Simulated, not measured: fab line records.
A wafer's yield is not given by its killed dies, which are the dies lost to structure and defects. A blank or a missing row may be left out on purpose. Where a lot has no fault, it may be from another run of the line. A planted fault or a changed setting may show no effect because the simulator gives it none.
fab line records ; flow n5-finfet
record lots=10; wafers=30; last-day=19
route steps=1938 shown WELL_APT@56 PMOS_HMC_CHANNEL_EPI@74 FIN_SAQP@98 PASSIVATION@1936
lots that met no fault: from a run of the same line without faults
start-h: hours from the record's opening day to when the first of the lot's shown wafers began ; wait-h: hours from the lot's prior step to this one ; " the same as in the row above ; L1.1+2: a row that stands for several wafers ; - either no value or no given start ; * or withheld: withheld ; < > ~ a bound
route shown NAME@n: NAME is a module with steps in the file, n the number in the route of the first one ; usual: mean and standard deviation over wafers with no fault ; same: alike in all rows ; chamber/n: place in a boat ; sites: readings site by site ; _std_site: the standard deviation of these ; _edge_site: inner sites' mean taken away from outer sites' mean ; radius-mm: how far each site lies from the wafer's centre ; mask NAME#n: copy n ; behind: the last tool/chamber to shape the wafer ; hold: the reason the lot was held/the length of the hold in hours/how it ended ; device: transistor that didn't switch, given as n, p or np ; end of line: tests of these same wafers at the route's end ; a step with no rows: only its recipe ; killed: the dies lost at the first sort to structure and to defects; this is not the yield of the wafer ; map: shows each die of a wafer: x if killed, . if not, _ if none is there
set.NAME: the setting as run; set.NAME@STEP: as run at that earlier step ; model.NAME: the simulator's own value behind a step, which no gauge read
a sample of lots followed through the steps of the route, with each step as a table and each wafer as a row
services: when a tool's chamber went out of use (start-h, in hours from the record's first day, below 0 if earlier), for how many hours, and the reason
## steps
# step N5_WELL_APT_INSPECT_38
# recipe inspect-instrument=darkfield; mode=post-epi
# usual raw-defect-count=14/5.7
lot.wafer;tool;chamber;start-h;wait-h;raw-defect-count
L664.1;defect-inspect-01;-;17.21;0.7;9
L664.3;defect-inspect-01;-;17.21;0.7;15
L664.5;defect-inspect-01;-;17.21;0.7;6
L668.2;defect-inspect-02;-;40.71;0.4;11
L668.4;defect-inspect-02;-;40.71;0.4;19
L668.6;defect-inspect-02;-;40.71;0.4;7
L670.1;defect-inspect-01;-;53.00;0.5;11
L670.3;defect-inspect-01;-;53.00;0.5;10
L670.5;defect-inspect-01;-;53.00;0.5;9
L671.1;defect-inspect-02;-;59.36;0.7;22
L671.2;defect-inspect-02;-;59.36;0.7;18
L671.6;defect-inspect-02;-;59.36;0.7;9
L676.1;defect-inspect-02;-;89.16;0.7;11
L676.3;defect-inspect-02;-;89.16;0.7;20
L676.5;defect-inspect-02;-;89.16;0.7;19
L679.1;defect-inspect-02;-;107.00;0.7;28
L679.4;defect-inspect-02;-;107.00;0.7;29
L679.6;defect-inspect-02;-;107.00;0.7;16
L681.2;defect-inspect-02;-;118.74;0.6;19
L681.5;defect-inspect-02;-;118.74;0.6;27
L681.6;defect-inspect-02;-;118.74;0.6;22
L682.3;defect-inspect-02;-;125.04;0.3;11
L682.5;defect-inspect-02;-;125.04;0.3;12
L682.6;defect-inspect-02;-;125.04;0.3;6
L683.2;defect-inspect-02;-;131.43;0.6;8
L683.3;defect-inspect-02;-;131.43;0.6;12
L683.4;defect-inspect-02;-;131.43;0.6;19
L687.3;defect-inspect-01;-;155.67;0.3;7
L687.4;defect-inspect-01;-;155.67;0.3;21
L687.5;defect-inspect-01;-;155.67;0.3;12
# step N5_PMOS_HMC_CHANNEL_EPI_FIN_RECESS_16
# recipe chemistry=HBr/Cl2; target=Si; mask-material=SiO2; target-depth-a=540; time-s=18; pressure-mtorr=10; icp-w=800; bias-w=75; HBr_flow_sccm=150; Cl2_flow_sccm=80
# usual HBr_flow_sccm=150.0/0.42; bias-w=74.98/0.24; drypump-motor-current-A=6.0/0.45; mfc-cl2-sccm=80.00/0.23; oes-product-au=1.005/0.016; throttle-valve-pct=35.33/0.29
lot.wafer;tool;chamber;start-h;wait-h;HBr_flow_sccm;bias-w;drypump-motor-current-A;mfc-cl2-sccm;oes-product-au;rf-hours-counter-h;throttle-valve-pct
L664.1;rie-si-02;3;18.20;0.0;149.9;75.15;5.7;79.67;0.996;4;35.02
L664.3;rie-si-02;1;18.20;0.0;150.5;75.59;5.6;79.84;1.007;110;35.15
L664.5;rie-si-02;0;18.20;0.0;150.4;75.14;5.8;80.09;1.016;-;35.49
L668.2;rie-si-06;2;41.73;0.0;149.6;75.19;5.9;79.99;0.964;138;35.05
L668.4;rie-si-06;0;41.73;0.0;149.7;75.15;6.1;79.84;1.007;87;35.02
L668.6;rie-si-06;2;41.73;0.0;149.9;75.04;5.9;79.94;0.968;-;35.06
L670.1;rie-si-06;0;54.23;0.0;149.6;74.78;6.1;79.66;1.012;88;35.00
L670.3;rie-si-06;1;54.23;0.0;149.9;74.98;6.7;80.04;1.012;33;35.69
L670.5;rie-si-06;1;54.23;0.0;150.5;74.75;6.7;80.12;1.028;-;35.67
L671.1;rie-si-02;1;60.47;0.0;149.3;74.96;5.7;80.08;1.002;111;35.14
L671.2;rie-si-02;0;60.47;0.0;150.6;74.95;5.8;80.41;1.024;124;35.46
L671.6;rie-si-02;3;60.47;0.0;150.5;74.76;5.7;80.23;1.015;-;35.01
L676.1;rie-si-06;0;90.15;0.0;149.5;74.98;6.1;80.19;1.010;88;34.98
L676.3;rie-si-06;2;90.15;0.0;150.3;74.83;5.9;80.43;0.981;139;35.05
L676.5;rie-si-06;1;90.15;0.0;149.8;74.80;6.7;79.90;1.013;-;35.67
L679.1;rie-si-06;0;107.86;0.0;150.6;74.95;6.1;80.03;1.013;89;35.00
L679.4;rie-si-06;3;107.86;0.0;149.2;75.33;5.2;79.54;1.013;33;35.70
L679.6;rie-si-06;1;107.86;0.0;149.8;75.20;6.7;80.16;1.003;-;35.67
L681.2;rie-si-02;0;119.60;0.0;-;-;-;-;-;-;-
L681.5;rie-si-02;0;119.60;0.0;-;-;-;-;-;-;-
L681.6;rie-si-02;1;119.60;0.0;-;-;-;-;-;-;-
L682.3;rie-si-03;1;125.93;0.0;-;-;-;-;-;-;-
L682.5;rie-si-03;1;125.93;0.0;-;-;-;-;-;-;-
L682.6;rie-si-03;2;125.93;0.0;-;-;-;-;-;-;-
L683.2;rie-si-06;1;132.47;0.0;150.3;74.91;6.7;79.90;1.013;34;35.67
L683.3;rie-si-06;3;132.47;0.0;149.8;75.10;5.2;80.62;1.011;34;35.69
L683.4;rie-si-06;2;132.47;0.0;149.8;75.19;5.9;79.70;0.981;140;35.04
L687.3;rie-si-03;0;156.69;0.0;149.4;74.87;5.3;80.15;1.008;188;35.35
L687.4;rie-si-03;1;156.69;0.0;149.5;75.34;6.5;80.29;1.022;135;34.93
L687.5;rie-si-03;0;156.69;0.0;149.8;75.09;5.3;80.19;0.998;-;35.35
# step N5_PMOS_HMC_CHANNEL_EPI_THK_MEAS_22
# recipe reads=SiGe30_of_PMOS_HMC_CHANNEL_EPI_EPI_20
# usual HMC_CMP_THK=54.4/1
lot.wafer;tool;chamber;start-h;wait-h;HMC_CMP_THK[nm]
L664.1;film-metro-01;-;20.40;-;55.2
L664.3;film-metro-01;-;20.40;-;54.3
L664.5;film-metro-01;-;20.40;-;53.8
L668.2;film-metro-02;-;43.58;-;52.1
L668.4;film-metro-02;-;43.58;-;54.4
L668.6;film-metro-02;-;43.58;-;51.8
L670.1;film-metro-01;-;56.03;-;55.1
L670.3;film-metro-01;-;56.03;-;54.5
L670.5;film-metro-01;-;56.03;-;55.2
L671.1;film-metro-01;-;62.27;-;54.7
L671.2;film-metro-01;-;62.27;-;54.7
L671.6;film-metro-01;-;62.27;-;55.6
L676.1;film-metro-01;-;92.35;-;55.6
L676.3;film-metro-01;-;92.35;-;52.9
L676.5;film-metro-01;-;92.35;-;55.1
L679.1;film-metro-02;-;109.67;-;55.1
L679.4;film-metro-02;-;109.67;-;54.4
L679.6;film-metro-02;-;109.67;-;54.5
L681.2;film-metro-01;-;121.94;-;0.1
L681.5;film-metro-01;-;121.94;-;0.1
L681.6;film-metro-01;-;121.94;-;0.0
L682.3;film-metro-01;-;127.74;-;0.2
L682.5;film-metro-01;-;127.74;-;0.2
L682.6;film-metro-01;-;127.74;-;0.2
L683.2;film-metro-01;-;134.28;-;55.2
L683.3;film-metro-01;-;134.28;-;54.0
L683.4;film-metro-01;-;134.28;-;52.5
L687.3;film-metro-02;-;158.49;-;56.0
L687.4;film-metro-02;-;158.49;-;55.3
L687.5;film-metro-02;-;158.49;-;55.5
# step N5_FIN_SAQP_PECVD_47
# recipe material=a-Si; target-thk-a=450; temp-c=400; precursor=SiH4/He; pressure-torr=3; rf-w=100; time-s=36.3
# usual heater-power-w=781/81; showerhead-plenum-p-Torr=5.65/0.046; throttle-valve-pct=17.5/0.8
lot.wafer;tool;chamber;start-h;wait-h;heater-power-w;showerhead-plenum-p-Torr;throttle-valve-pct
L664.1;pecvd-04;0;21.89;0.0;595;5.57;16.5
L664.3;pecvd-04;1;21.89;0.0;870;5.63;18.9
L664.5;pecvd-04;2;21.89;0.0;685;5.68;16.9
L668.2;pecvd-04;2;44.76;0.0;760;5.66;16.8
L668.4;pecvd-04;1;44.76;0.0;960;5.63;19.0
L668.6;pecvd-04;0;44.76;0.0;650;5.58;16.6
L670.1;pecvd-02;0;57.28;0.0;706;5.63;17.3
L670.3;pecvd-02;1;57.28;0.0;868;5.61;17.6
L670.5;pecvd-02;2;57.28;0.0;862;5.69;16.5
L671.1;pecvd-04;0;63.51;0.0;589;5.58;16.5
L671.2;pecvd-04;1;63.51;0.0;876;5.63;19.4
L671.6;pecvd-04;0;63.51;0.0;599;5.58;16.9
L676.1;pecvd-03;0;95.53;0.0;742;5.63;18.4
L676.3;pecvd-03;1;95.53;0.0;683;5.73;17.4
L676.5;pecvd-03;1;95.53;0.0;692;5.73;17.6
L679.1;pecvd-02;0;111.14;0.0;779;5.64;17.7
L679.4;pecvd-02;2;111.14;0.0;789;5.68;16.8
L679.6;pecvd-02;0;111.14;0.0;784;5.64;17.6
L681.2;pecvd-03;0;123.23;0.0;821;5.63;18.3
L681.5;pecvd-03;2;123.23;0.0;759;5.70;17.0
L681.6;pecvd-03;0;123.23;0.0;836;5.63;18.6
L682.3;pecvd-02;2;128.94;0.0;838;5.67;16.9
L682.5;pecvd-02;2;128.94;0.0;848;5.69;16.7
L682.6;pecvd-02;0;128.94;0.0;748;5.62;17.9
L683.2;pecvd-03;0;135.43;0.0;744;5.65;18.4
L683.3;pecvd-03;2;135.43;0.0;746;5.71;16.7
L683.4;pecvd-03;2;135.43;0.0;759;5.70;16.8
L687.3;pecvd-04;2;160.04;0.0;753;5.67;17.1
L687.4;pecvd-04;0;160.04;0.0;630;5.56;16.8
L687.5;pecvd-04;2;160.04;0.0;800;5.68;16.9
# step N5_FIN_SAQP_PECVD_48
# recipe material=SiNx; target-thk-a=250; temp-c=400; precursor=SiH4/NH3/N2; pressure-torr=1.5; rf-w=300; time-s=22.1
# usual heater-power-w=715/75; showerhead-plenum-p-Torr=5.12/0.061; throttle-valve-pct=38.4/1.8
lot.wafer;tool;chamber;start-h;wait-h;heater-power-w;showerhead-plenum-p-Torr;throttle-valve-pct
L664.1;pecvd-04;0;21.93;0.0;583;5.01;36.5
L664.3;pecvd-04;1;21.93;0.0;800;5.09;42.2
L664.5;pecvd-04;2;21.93;0.0;658;5.17;37.3
L668.2;pecvd-04;2;44.80;0.0;591;5.15;37.4
L668.4;pecvd-04;1;44.80;0.0;856;5.10;42.1
L668.6;pecvd-04;0;44.80;0.0;612;5.02;36.6
L670.1;pecvd-02;0;57.32;0.0;777;5.09;38.2
L670.3;pecvd-02;1;57.32;0.0;711;5.06;38.5
L670.5;pecvd-02;2;57.32;0.0;635;5.15;36.3
L671.1;pecvd-04;0;63.56;0.0;579;5.03;36.5
L671.2;pecvd-04;1;63.56;0.0;768;5.09;42.2
L671.6;pecvd-04;0;63.56;0.0;562;5.02;36.5
L676.1;pecvd-03;0;95.57;0.0;720;5.10;40.4
L676.3;pecvd-03;1;95.57;0.0;689;5.21;38.3
L676.5;pecvd-03;1;95.57;0.0;694;5.23;38.4
L679.1;pecvd-02;0;111.18;0.0;694;5.10;38.3
L679.4;pecvd-02;2;111.18;0.0;726;5.14;36.7
L679.6;pecvd-02;0;111.18;0.0;710;5.10;38.2
L681.2;pecvd-03;0;123.29;0.0;727;5.09;40.3
L681.5;pecvd-03;2;123.29;0.0;724;5.20;37.1
L681.6;pecvd-03;0;123.29;0.0;726;5.09;40.3
L682.3;pecvd-02;2;128.99;0.0;762;5.14;36.7
L682.5;pecvd-02;2;128.99;0.0;786;5.16;36.5
L682.6;pecvd-02;0;128.99;0.0;797;5.10;38.5
L683.2;pecvd-03;0;135.47;0.0;693;5.11;40.8
L683.3;pecvd-03;2;135.47;0.0;757;5.18;37.0
L683.4;pecvd-03;2;135.47;0.0;754;5.18;37.4
L687.3;pecvd-04;2;160.08;0.0;678;5.16;37.5
L687.4;pecvd-04;0;160.08;0.0;529;5.03;36.9
L687.5;pecvd-04;2;160.08;0.0;656;5.17;37.4
# step N5_FIN_SAQP_OVL_MEAS_17
# recipe points-per-wafer=44
# usual FIN_CORE_OVL=-0.8/0.78
lot.wafer;tool;chamber;start-h;wait-h;FIN_CORE_OVL[nm]
L664.1;overlay-02;0;22.59;0.0;-0.9
L664.3;overlay-02;0;22.59;0.0;-1.0
L664.5;overlay-02;0;22.59;0.0;0.9
L668.2;overlay-01;0;45.48;0.0;-0.7
L668.4;overlay-01;0;45.48;0.0;-1.6
L668.6;overlay-01;0;45.48;0.0;-1.6
L670.1;overlay-01;0;57.85;0.0;-1.1
L670.3;overlay-01;0;57.85;0.0;-2.0
L670.5;overlay-01;0;57.85;0.0;-1.0
L671.1;overlay-02;0;64.21;0.0;0.6
L671.2;overlay-02;0;64.21;0.0;-1.1
L671.6;overlay-02;0;64.21;0.0;-0.8
L676.1;overlay-02;0;96.11;0.0;0.4
L676.3;overlay-02;0;96.11;0.0;0.0
L676.5;overlay-02;0;96.11;0.0;-0.5
L679.1;overlay-01;0;111.71;0.0;0.3
L679.4;overlay-01;0;111.71;0.0;-1.5
L679.6;overlay-01;0;111.71;0.0;-0.2
L681.2;overlay-02;0;123.99;0.0;-
L681.5;overlay-02;0;123.99;0.0;-
L681.6;overlay-02;0;123.99;0.0;-
L682.3;overlay-01;0;129.64;0.0;-
L682.5;overlay-01;0;129.64;0.0;-
L682.6;overlay-01;0;129.64;0.0;-
L683.2;overlay-01;0;136.13;0.0;-1.1
L683.3;overlay-01;0;136.13;0.0;-1.7
L683.4;overlay-01;0;136.13;0.0;0.3
L687.3;overlay-02;0;160.61;0.0;-0.1
L687.4;overlay-02;0;160.61;0.0;-1.5
L687.5;overlay-02;0;160.61;0.0;0.4
# step N5_PASSIVATION_PROBE_49
# usual killed_at_M0_to_M3=35/12; killed_at_M4_up=13/5.8; killed-at-contacts=12/5.5; killed-at-front-end=36/9.9; killed-at-other=4/3.7; killed-dies=101/18; killed-open=66/13; killed-short=33/8
# same gross-dies=1180; killed-at-back-side=0
lot.wafer;tool;chamber;start-h;wait-h;killed_at_M0_to_M3;killed_at_M4_up;killed-at-contacts;killed-at-front-end;killed-at-other;killed-dies;killed-open;killed-short
L679.1;prober-02;-;371.57;0.0;49;9;1;22;6;87;60;25
L679.4;prober-02;-;371.72;0.2;62;18;10;17;4;111;75;32
L679.6;prober-02;-;371.82;0.3;49;7;9;22;6;93;64;29
# killed by level:class
L679.1 BEOL_M0_SAQP:geometric-particle:open=13 BEOL_M1:geometric-particle:open=9 BEOL_M3:geometric-particle:open=8 DUMMY_GATE:geometric-particle:open=6 BEOL_M0_SAQP:geometric-particle:short=6 BEOL_M2:geometric-particle:short=4 BEOL_M2:geometric-particle:open=4 FIN_SAQP:geometric-particle:short=3
L679.4 BEOL_M0_SAQP:geometric-particle:short=15 BEOL_M0_SAQP:geometric-particle:open=13 BEOL_M0:geometric-particle:open=9 BEOL_M3:geometric-particle:open=8 BEOL_M4:geometric-particle:open=8 MOL_CONTACT_COAG:geometric-particle:open=7 BEOL_M2:geometric-particle:open=7 DUMMY_GATE:geometric-particle:open=3
L679.6 BEOL_M0_SAQP:geometric-particle:open=10 BEOL_M0_SAQP:geometric-particle:short=9 BEOL_M1:geometric-particle:open=9 BEOL_M2:geometric-particle:open=8 FIN_SAQP:geometric-particle:open=7 MOL_CONTACT_COAG:geometric-particle:open=7 BEOL_M1:geometric-particle:short=6 BEOL_M3:geometric-particle:open=6
## services
tool;chamber;start-h;hours;kind
pecvd-04;1;6.45;5.5;scheduled-down
pecvd-03;2;21.12;-;clean
pecvd-03;2;21.12;-;consumable-replace:showerhead
pecvd-03;2;21.12;29.0;scheduled-down
pecvd-03;2;21.12;29.0;vent-cycle
pecvd-03;1;21.88;5.5;scheduled-down
pecvd-03;0;28.94;5.5;scheduled-down
rie-si-06;-;43.83;0.2;repair
rie-si-03;2;66.92;-;clean
rie-si-03;2;66.92;12.1;scheduled-down
rie-si-03;2;66.92;12.1;vent-cycle
pecvd-03;-;84.72;2.8;pm
rie-si-06;1;86.83;2.3;repair
rie-si-03;0;97.58;5.6;repair
rie-si-03;-;101.03;4.3;pm
pecvd-02;0;105.46;5.5;scheduled-down
rie-si-03;2;115.87;4.5;repair
pecvd-03;1;121.21;3.7;repair
pecvd-04;-;128.28;5.5;pm
rie-si-06;-;141.29;0.4;repair
pecvd-02;1;151.37;2.1;scheduled-down
rie-si-02;1;156.07;1.9;repair
## key
first-sign step=N5_PMOS_HMC_CHANNEL_EPI_FIN_RECESS_16; reading=tool-record; direction=missing
effect step=N5_PMOS_HMC_CHANNEL_EPI_THK_MEAS_22; reading=HMC_CMP_THK; direction=down; sigmas=55; usual=54.4; struck=0.1
effect step=N5_FIN_SAQP_OVL_MEAS_17; reading=FIN_CORE_OVL; direction=missing
met-at N5_PMOS_HMC_CHANNEL_EPI_FIN_RECESS_16
struck-lots L681,L682
tester-left-out L681,L682
not-acting-at N5_WELL_APT_INSPECT_38,N5_FIN_SAQP_PECVD_47,N5_FIN_SAQP_PECVD_48
onset-between 60.47 119.60
fault kind=skipped-step-whole; tool=rie-si-02,rie-si-03; chamber=-; onset-h=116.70; steps=N5_PMOS_HMC_CHANNEL_EPI_FIN_RECESS_16; scope=struck-lots-only
# tester-left-out: of these lots the tester's yield and bins aren't shown, on N5 and GAA mostly nor the transistor test; their killed dies are dies lost to structure and defects alone, not to doping, threshold or leakage, so they don't give the yield
